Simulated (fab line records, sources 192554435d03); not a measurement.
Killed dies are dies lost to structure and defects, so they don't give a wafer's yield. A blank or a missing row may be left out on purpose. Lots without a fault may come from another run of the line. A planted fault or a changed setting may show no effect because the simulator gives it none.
Which tool did it? | flow n5_finfet | 24 lots, 72 wafers sampled, at 6 steps of a route of 1938

WHAT THE GAUGES READ, wafer by wafer
N5_DUMMY_GATE_INSPECT_27: inspects for defects (brightfield). Usual: raw_defect_count 287, standard deviation 71.
lot  | measured    | on                | raw_defect_count | flag
L074 | day 3 01:07 | defect_inspect-02 | 176 207 158      |
L075 | day 3 05:13 | defect_inspect-01 | 312 344 372      |
L076 | day 3 10:39 | defect_inspect-02 | 216 210 325      |
L077 | day 3 18:13 | defect_inspect-01 | 507 443 356      |
L078 | day 4 01:34 | defect_inspect-01 | 381 360 373      |
L079 | day 4 05:38 | defect_inspect-01 | 295 224 209      |
L080 | day 4 11:29 | defect_inspect-01 | 222 253 209      |
L081 | day 4 19:38 | defect_inspect-01 | 260 273 289      |
L082 | day 4 22:28 | defect_inspect-01 | 208 274 306      |
L083 | day 5 04:49 | defect_inspect-02 | 280 254 236      |
L084 | day 5 12:35 | defect_inspect-02 | 303 260 291      |
L085 | day 5 20:29 | defect_inspect-01 | 308 269 372      |
L086 | day 6 01:11 | defect_inspect-02 | 506 256 387      |
L087 | day 6 05:56 | defect_inspect-02 | 290 289 357      |
L088 | day 6 12:55 | defect_inspect-02 | 416 375 387      |
L089 | day 6 20:54 | defect_inspect-02 | 298 408 305      |
L090 | day 6 21:36 | defect_inspect-01 | 185 230 239      |
L091 | day 7 05:31 | defect_inspect-01 | 174 193 200      |
L092 | day 7 11:20 | defect_inspect-01 | 384 381 359      |
L093 | day 7 18:05 | defect_inspect-02 | 232 154 233      |
L094 | day 7 22:22 | defect_inspect-02 | 294 219 159      |
L095 | day 8 04:35 | defect_inspect-02 | 261 228 234      |
L096 | day 8 12:16 | defect_inspect-02 | 299 256 266      |
L097 | day 8 17:11 | defect_inspect-02 | 242 232 295      |

N5_SPACER0_INSPECT_04: inspects for defects (darkfield). Usual: raw_defect_count 131, standard deviation 29.
lot  | measured    | on                | raw_defect_count | flag
L074 | day 3 01:43 | defect_inspect-02 | 82 109 103       |
L075 | day 3 05:49 | defect_inspect-01 | 121 191 145      |
L076 | day 3 11:15 | defect_inspect-01 | 152 93 217       |
L077 | day 3 19:44 | defect_inspect-01 | 206 151 154      |
L078 | day 4 02:11 | defect_inspect-01 | 142 162 145      |
L079 | day 4 06:25 | defect_inspect-02 | 112 123 127      |
L080 | day 4 12:06 | defect_inspect-02 | 132 136 112      |
L081 | day 4 20:39 | defect_inspect-01 | 133 150 159      |
L082 | day 4 23:54 | defect_inspect-02 | 155 166 197      |
L083 | day 5 05:38 | defect_inspect-02 | 157 117 104      |
L084 | day 5 13:11 | defect_inspect-02 | 121 115 119      |
L085 | day 5 21:11 | defect_inspect-02 | 128 103 142      |
L086 | day 6 02:11 | defect_inspect-01 | 203 102 135      |
L087 | day 6 06:32 | defect_inspect-01 | 116 126 152      |
L088 | day 6 13:31 | defect_inspect-02 | 193 166 158      |
L089 | day 6 21:31 | defect_inspect-01 | 128 169 147      |
L090 | day 6 22:12 | defect_inspect-02 | 101 112 103      |
L091 | day 7 06:13 | defect_inspect-01 | 97 98 76         |
L092 | day 7 12:02 | defect_inspect-01 | 159 174 151      |
L093 | day 7 18:41 | defect_inspect-02 | 121 130 154      |
L094 | day 7 22:58 | defect_inspect-02 | 120 89 89        |
L095 | day 8 05:12 | defect_inspect-02 | 105 102 112      |
L096 | day 8 12:53 | defect_inspect-01 | 136 99 106       |
L097 | day 8 18:06 | defect_inspect-02 | 101 114 145      |

N5_SD_EPI_N_CD_MEAS_09: target cd 120 nm. Usual: cd_nm 119.9 nm, standard deviation 0.72.
lot  | measured    | on        | cd_nm (nm)        | flag
L074 | day 3 02:07 | cd_sem-03 | 119.6 118.7 118.9 |
L075 | day 3 06:05 | cd_sem-03 | 119.9 119.2 119.5 |
L076 | day 3 11:39 | cd_sem-02 | 119.6 119.1 119.6 |
L077 | day 3 20:08 | cd_sem-03 | 120.6 118.5 120.1 |
L078 | day 4 02:27 | cd_sem-02 | 120.4 119.1 120.3 |
L079 | day 4 06:41 | cd_sem-01 | 120.4 120.0 119.4 |
L080 | day 4 12:22 | cd_sem-02 | 119.6 119.7 119.8 |
L081 | day 4 21:03 | cd_sem-02 | 120.9 120.8 120.3 |
L082 | day 5 00:10 | cd_sem-01 | 120.3 121.0 121.2 |
L083 | day 5 06:02 | cd_sem-02 | 120.5 119.8 119.1 |
L084 | day 5 13:35 | cd_sem-02 | 120.1 119.3 120.8 |
L085 | day 5 21:28 | cd_sem-03 | 118.8 120.7 119.4 |
L086 | day 6 02:34 | cd_sem-02 | 119.3 118.2 119.6 |
L087 | day 6 06:49 | cd_sem-03 | 121.0 120.4 120.9 |
L088 | day 6 13:55 | cd_sem-01 | 118.0 118.7 119.4 |
L089 | day 6 21:55 | cd_sem-01 | 120.6 120.1 120.1 |
L090 | day 6 22:36 | cd_sem-01 | 120.6 120.1 120.8 |
L091 | day 7 06:37 | cd_sem-03 | 120.0 120.1 120.4 |
L092 | day 7 12:26 | cd_sem-02 | 119.2 119.5 119.1 |
L093 | day 7 19:05 | cd_sem-01 | 120.4 120.6 120.4 |
L094 | day 7 23:22 | cd_sem-03 | 120.5 121.5 121.1 |
L095 | day 8 05:36 | cd_sem-02 | 120.4 118.9 119.5 |
L096 | day 8 13:17 | cd_sem-02 | 120.7 119.7 120.1 |
L097 | day 8 18:30 | cd_sem-03 | 120.1 119.4 119.3 |

WHICH TOOL RAN EACH LOT (tool, then ch and the chambers of the sampled wafers, then the start)
lot  | N5_DUMMY_GATE_ALD_02             | N5_DUMMY_GATE_ETCH_36             | N5_DUMMY_GATE_ETCH_23
L074 | ald_sin-03 ch 0,1,2, day 2 13:28 | rie_diel-03 ch 0,2, day 3 00:03   | rie_si-06 ch 0,2,3, day 3 00:40
L075 | ald_sin-02 ch 2,3, day 2 19:32   | rie_diel-05 ch 0,3, day 3 04:10   | rie_si-01 ch 0,1,3, day 3 04:46
L076 | ald_sin-03 ch 1,2,3, day 3 00:38 | rie_diel-03 ch 0,2,3, day 3 09:34 | rie_si-01 ch 0,3, day 3 10:12
L077 | ald_sin-03 ch 0,2,3, day 3 08:00 | rie_diel-01 ch 0,3, day 3 17:10   | rie_si-01 ch 1,2,3, day 3 17:46
L078 | ald_sin-03 ch 1,3, day 3 13:19   | rie_diel-03 ch 0,1, day 3 23:57   | rie_si-06 ch 1,2,3, day 4 01:01
L079 | ald_sin-04 ch 1,2, day 3 19:45   | rie_diel-03 ch 2,3, day 4 04:25   | rie_si-02 ch 0,1,2, day 4 05:01
L080 | ald_sin-04 ch 0,1, day 4 01:05   | rie_diel-01 ch 1,2,3, day 4 10:02 | rie_si-01 ch 0,1,3, day 4 11:01
L081 | ald_sin-03 ch 1,3, day 4 09:46   | rie_diel-01 ch 1,3, day 4 18:30   | rie_si-06 ch 0,3, day 4 19:06
L082 | ald_sin-03 ch 0,1,3, day 4 12:47 | rie_diel-01 ch 0,1,3, day 4 21:25 | rie_si-02 ch 0,1,2, day 4 22:01
L083 | ald_sin-03 ch 0,1,2, day 4 19:02 | rie_diel-03 ch 2,3, day 5 03:39   | rie_si-06 ch 0,2,3, day 5 04:22
L084 | ald_sin-04 ch 0,1,3, day 5 02:35 | rie_diel-01 ch 1,3, day 5 11:32   | rie_si-02 ch 0,2, day 5 12:08
L085 | ald_sin-04 ch 0,1,2, day 5 10:42 | rie_diel-05 ch 0,3, day 5 19:26   | rie_si-01 ch 1,3, day 5 20:02
L086 | ald_sin-03 ch 0,1,3, day 5 13:34 | rie_diel-03 ch 1,2,3, day 6 00:08 | rie_si-06 ch 0,2,3, day 6 00:44
L087 | ald_sin-02 ch 0,1, day 5 19:55   | rie_diel-01 ch 1,2, day 6 04:40   | rie_si-01 ch 0,1,3, day 6 05:25
L088 | ald_sin-04 ch 0,1,3, day 6 02:08 | rie_diel-03 ch 1,2,3, day 6 11:38 | rie_si-01 ch 1,2,3, day 6 12:28
L089 | ald_sin-03 ch 0,2,3, day 6 11:04 | rie_diel-01 ch 0,2, day 6 19:48   | rie_si-01 ch 0,2,3, day 6 20:27
L090 | ald_sin-04 ch 0,1,3, day 6 11:55 | rie_diel-01 ch 0,3, day 6 20:31   | rie_si-02 ch 1,2,3, day 6 21:09
L091 | ald_sin-02 ch 0,2,3, day 6 19:30 | rie_diel-01 ch 2,3, day 7 04:14   | rie_si-06 ch 0,1,3, day 7 05:04
L092 | ald_sin-04 ch 0,1,3, day 7 01:38 | rie_diel-05 ch 1,3, day 7 10:15   | rie_si-06 ch 1,2,3, day 7 10:53
L093 | ald_sin-03 ch 1,2,3, day 7 08:12 | rie_diel-03 ch 0,1,2, day 7 16:56 | rie_si-02 ch 2,3, day 7 17:32
L094 | ald_sin-04 ch 0,1,3, day 7 12:34 | rie_diel-05 ch 1,2,3, day 7 21:19 | rie_si-06 ch 0,1, day 7 21:55
L095 | ald_sin-03 ch 0,2,3, day 7 18:37 | rie_diel-01 ch 0,2,3, day 8 03:15 | rie_si-06 ch 1,2,3, day 8 03:56
L096 | ald_sin-02 ch 0,2,3, day 8 00:25 | rie_diel-01 ch 0,1,2, day 8 11:05 | rie_si-01 ch 0,2,3, day 8 11:49
L097 | ald_sin-03 ch 1,2,3, day 8 07:16 | rie_diel-01 ch 0,1,3, day 8 15:53 | rie_si-01 ch 1,2,3, day 8 16:44
- N5_DUMMY_GATE_ALD_02: deposits SiO2, target thk 2 nm, pulse time 1 s.
- N5_DUMMY_GATE_ETCH_36: etches SiARC in CF4, target depth 13 nm.
- N5_DUMMY_GATE_ETCH_23: etches poly-Si in HBr/Cl2/O2, target depth 41 nm, time 22.3 s.

WHAT THE TOOLS THEMSELVES READ (means of the sampled wafers that have a number; where no wafer has one, the mark that the record gives instead)
N5_DUMMY_GATE_ALD_02. Usual: heater_power_w 496 W, standard deviation 48; precursor_pulse_height_rel 1.002, standard deviation 0.02.
lot  | tool       | heater_power_w (W) | precursor_pulse_height_rel | flag
L074 | ald_sin-03 | 532                | 1.015                      |
L075 | ald_sin-02 | 506                | 0.991                      |
L076 | ald_sin-03 | 514                | 0.997                      |
L077 | ald_sin-03 | 541                | 1.004                      |
L078 | ald_sin-03 | 514                | 1.011                      |
L079 | ald_sin-04 | 465                | 1.004                      |
L080 | ald_sin-04 | 463                | 0.995                      |
L081 | ald_sin-03 | 522                | 1.007                      |
L082 | ald_sin-03 | 542                | 0.998                      |
L083 | ald_sin-03 | 528                | 1.013                      |
L084 | ald_sin-04 | 437                | 0.996                      |
L085 | ald_sin-04 | 461                | 1.001                      |
L086 | ald_sin-03 | 535                | 1.019                      |
L087 | ald_sin-02 | 471                | 1.008                      |
L088 | ald_sin-04 | 437                | 0.980                      |
L089 | ald_sin-03 | 536                | 0.997                      |
L090 | ald_sin-04 | 447                | 1.001                      |
L091 | ald_sin-02 | 483                | 1.009                      |
L092 | ald_sin-04 | 435                | 1.008                      |
L093 | ald_sin-03 | 523                | 1.014                      |
L094 | ald_sin-04 | 444                | 1.006                      |
L095 | ald_sin-03 | 540                | 0.992                      |
L096 | ald_sin-02 | 481                | 0.991                      |
L097 | ald_sin-03 | 510                | 0.984                      |

N5_DUMMY_GATE_ETCH_36. Usual: bias_w 36.01 W, standard deviation 0.096; drypump_motor_current_A 5.5 A, standard deviation 0.48; oes_product_au 0.80 a.u., standard deviation 0.089; rf_vpp_V 184.1 V, standard deviation 1.3; showerhead_plenum_p_Torr 2.14 Torr, standard deviation 0.065; throttle_valve_pct 15.60 %, standard deviation 0.24.
lot  | tool        | bias_w (W) | drypump_motor_current_A (A) | oes_product_au (a.u.) | rf_vpp_V (V) | showerhead_plenum_p_Torr (Torr) | throttle_valve_pct (%) | flag
L074 | rie_diel-03 | 36.05      | 5.3                         | 0.79                  | 183.5        | 2.10                            | 15.61                  |
L075 | rie_diel-05 | 36.08      | 5.7                         | 0.76                  | 184.9        | 2.14                            | 15.40                  |
L076 | rie_diel-03 | 36.08      | 5.5                         | 0.75                  | 184.1        | 2.15                            | 15.62                  |
L077 | rie_diel-01 | 36.01      | 5.0                         | 0.87                  | 184.7        | 2.13                            | 15.50                  |
L078 | rie_diel-03 | 36.09      | 6.0                         | 0.90                  | 183.8        | 2.12                            | 15.44                  |
L079 | rie_diel-03 | 36.06      | 5.3                         | 0.75                  | 182.7        | 2.17                            | 15.61                  |
L080 | rie_diel-01 | 36.10      | 5.4                         | 0.79                  | 183.9        | 2.12                            | 15.72                  |
L081 | rie_diel-01 | 36.00      | 5.6                         | 0.86                  | 184.3        | 2.14                            | 15.55                  |
L082 | rie_diel-01 | 36.03      | 5.3                         | 0.85                  | 184.5        | 2.14                            | 15.53                  |
L083 | rie_diel-03 | 35.91      | 5.2                         | 0.76                  | 183.2        | 2.12                            | 15.64                  |
L084 | rie_diel-01 | 36.04      | 5.7                         | 0.84                  | 184.6        | 2.14                            | 15.54                  |
L085 | rie_diel-05 | 35.98      | 5.7                         | 0.78                  | 183.9        | 2.07                            | 15.47                  |
L086 | rie_diel-03 | 36.01      | 5.5                         | 0.81                  | 183.9        | 2.13                            | 15.55                  |
L087 | rie_diel-01 | 35.92      | 5.3                         | 0.77                  | 184.1        | 2.14                            | 15.91                  |
L088 | rie_diel-03 | 36.09      | 5.5                         | 0.80                  | 182.5        | 2.12                            | 15.55                  |
L089 | rie_diel-01 | 36.02      | 4.9                         | 0.83                  | 185.1        | 2.15                            | 15.71                  |
L090 | rie_diel-01 | 35.98      | 5.0                         | 0.83                  | 184.3        | 2.12                            | 15.55                  |
L091 | rie_diel-01 | 35.94      | 5.2                         | 0.70                  | 183.6        | 2.07                            | 15.80                  |
L092 | rie_diel-05 | 35.99      | 5.9                         | 0.76                  | 185.4        | 2.23                            | 15.39                  |
L093 | rie_diel-03 | 35.99      | 5.7                         | 0.79                  | 182.9        | 2.10                            | 15.58                  |
L094 | rie_diel-05 | 36.00      | 6.2                         | 0.79                  | 185.2        | 2.23                            | 15.30                  |
L095 | rie_diel-01 | 36.10      | 5.1                         | 0.75                  | 183.1        | 2.11                            | 15.77                  |
L096 | rie_diel-01 | 36.09      | 5.2                         | 0.81                  | 183.9        | 2.15                            | 15.75                  |
L097 | rie_diel-01 | 36.01      | 5.3                         | 0.82                  | 183.6        | 2.13                            | 15.59                  |

N5_DUMMY_GATE_ETCH_23. Usual: bias_w 101.99 W, standard deviation 0.3; drypump_motor_current_A 5.5 A, standard deviation 0.54; oes_product_au 0.993 a.u., standard deviation 0.021; throttle_valve_pct 37.2 %, standard deviation 0.39.
lot  | tool      | bias_w (W) | drypump_motor_current_A (A) | oes_product_au (a.u.) | throttle_valve_pct (%) | flag
L074 | rie_si-06 | 102.01     | 5.1                         | 0.998                 | 37.5                   |
L075 | rie_si-01 | 101.71     | 5.7                         | 0.984                 | 36.7                   |
L076 | rie_si-01 | 102.07     | 6.1                         | 1.004                 | 36.9                   |
L077 | rie_si-01 | 101.99     | 5.3                         | 0.992                 | 36.9                   |
L078 | rie_si-06 | 102.01     | 5.4                         | 0.985                 | 37.3                   |
L079 | rie_si-02 | 102.32     | 5.6                         | 0.996                 | 37.1                   |
L080 | rie_si-01 | 101.70     | 5.7                         | 0.996                 | 36.7                   |
L081 | rie_si-06 | 101.88     | 5.2                         | 1.001                 | 37.5                   |
L082 | rie_si-02 | 102.23     | 5.6                         | 0.998                 | 37.1                   |
L083 | rie_si-06 | 102.23     | 5.1                         | 0.997                 | 37.5                   |
L084 | rie_si-02 | 101.57     | 5.4                         | 1.006                 | 36.9                   |
L085 | rie_si-01 | 102.04     | 5.3                         | 0.979                 | 36.8                   |
L086 | rie_si-06 | 101.67     | 5.1                         | 1.006                 | 37.5                   |
L087 | rie_si-01 | 102.09     | 5.7                         | 0.988                 | 36.7                   |
L088 | rie_si-01 | 101.56     | 5.3                         | 0.994                 | 36.9                   |
L089 | rie_si-01 | 101.97     | 5.8                         | 0.995                 | 37.1                   |
L090 | rie_si-02 | 101.86     | 5.8                         | 0.992                 | 37.4                   |
L091 | rie_si-06 | 101.87     | 5.5                         | 0.997                 | 37.3                   |
L092 | rie_si-06 | 101.90     | 5.4                         | 0.981                 | 37.4                   |
L093 | rie_si-02 | 101.84     | 5.8                         | 0.984                 | 37.7                   |
L094 | rie_si-06 | 102.11     | 5.9                         | 0.988                 | 37.1                   |
L095 | rie_si-06 | 101.89     | 5.4                         | 0.982                 | 37.3                   |
L096 | rie_si-01 | 102.02     | 5.8                         | 0.993                 | 37.1                   |
L097 | rie_si-01 | 101.88     | 5.3                         | 0.982                 | 36.9                   |

THE ANSWER, worked out from the rows above alone
Rule: a lot is off if the mean of its wafers that have a number lies more than 3 standard deviations from the usual mean. A lot without any number at a reading at which 4 lots or more have one is off too. The other lots that the step has rows for count as sound. The gauges are gone through in route order, then the tools' own readings, and for those a lot's mean is taken as printed above. The first step at which some lot is off is used, and at that step the reading that is off furthest; a lot without a number counts as furthest.
No lot is off at any reading shown: from this, nothing can be told.

WHAT THE SIMULATOR HAD PUT IN
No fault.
